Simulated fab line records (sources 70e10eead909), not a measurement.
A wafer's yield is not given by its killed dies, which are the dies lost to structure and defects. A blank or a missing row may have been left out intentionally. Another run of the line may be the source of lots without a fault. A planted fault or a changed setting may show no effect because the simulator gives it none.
The same fault as seen by 2 desks | flow nand harc | each desk has only its own numbers; what lay behind them comes last

THE DEFECT DESK
Counts from the inspections along the route, per lot, as means over the sampled wafers that have a number. A lot is out of limits, marked OUT, if its mean lies more than 4 standard deviations from the usual mean; the brackets give that distance.
Columns: A = raw defect count at NHARC_A_M0_INSPECT_27, usual 565
lot  | first seen here | A
L594 | day 23 10:05    | 520
L597 | day 24 12:24    | 493
L601 | day 27 10:29    | 489
L603 | day 28 16:31    | 1626 (+7.1) OUT
L607 | day 29 14:15    | 559
L609 | day 29 20:43    | 633
L611 | day 30 01:37    | 642
L614 | day 31 02:38    | 621
L615 | day 32 09:49    | 727
L616 | day 32 11:55    | 545
L617 | day 33 23:52    | 420
This desk's finding: out of limits on L603; first on L603, day 28 16:31 (raw defect count at NHARC_A_M0_INSPECT_27). In limits: L594, L597, L601, L607, L609, L611, L614, L615, L616, L617.

THE TOOL OWNER'S DESK: cmp-02
The tool's own readings at NHARC_A_M0_CMP_23 (polishes, t overpolish 20 s, target thk 113.75 nm): means of the sampled wafers that have a number, for each lot that ran on this tool. A lot is out of limits, marked OUT, if its mean lies more than 4 standard deviations from the usual mean; the brackets give that distance.
Columns: A = motor current A at NHARC_A_M0_CMP_23, usual 12.2 A; B = slurry filter dp kPa at NHARC_A_M0_CMP_23, usual 13.49 kPa; C = time to endpoint s at NHARC_A_M0_CMP_23, usual 29.7 s
lot  | first seen here | A    | B     | C
L594 | day 23 09:39    | 12.2 | 13.52 | 28.2
L601 | day 27 10:02    | 11.9 | 13.43 | 32.5
L603 | day 28 16:02    | 12.2 | 13.56 | 32.5
This desk's finding: nothing out of limits on any of the 3 lots.

PUT TOGETHER
The defect desk could have raised an alarm at day 28 16:31, on L603.
Nothing out of limits was seen by the tool owner's desk.
The tool owner's desk has L603 on record, within its limits.
NHARC_A_M0_CMP_23 was run on cmp-02 by each of the lots named.

WHAT HAD BEEN PUT IN BY THE SIMULATOR
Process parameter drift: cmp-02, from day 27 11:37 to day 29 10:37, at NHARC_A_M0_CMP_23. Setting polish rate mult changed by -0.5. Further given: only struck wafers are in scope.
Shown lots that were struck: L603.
Hours from the fault's start to each desk's first reading out of limits: the defect desk, 29.
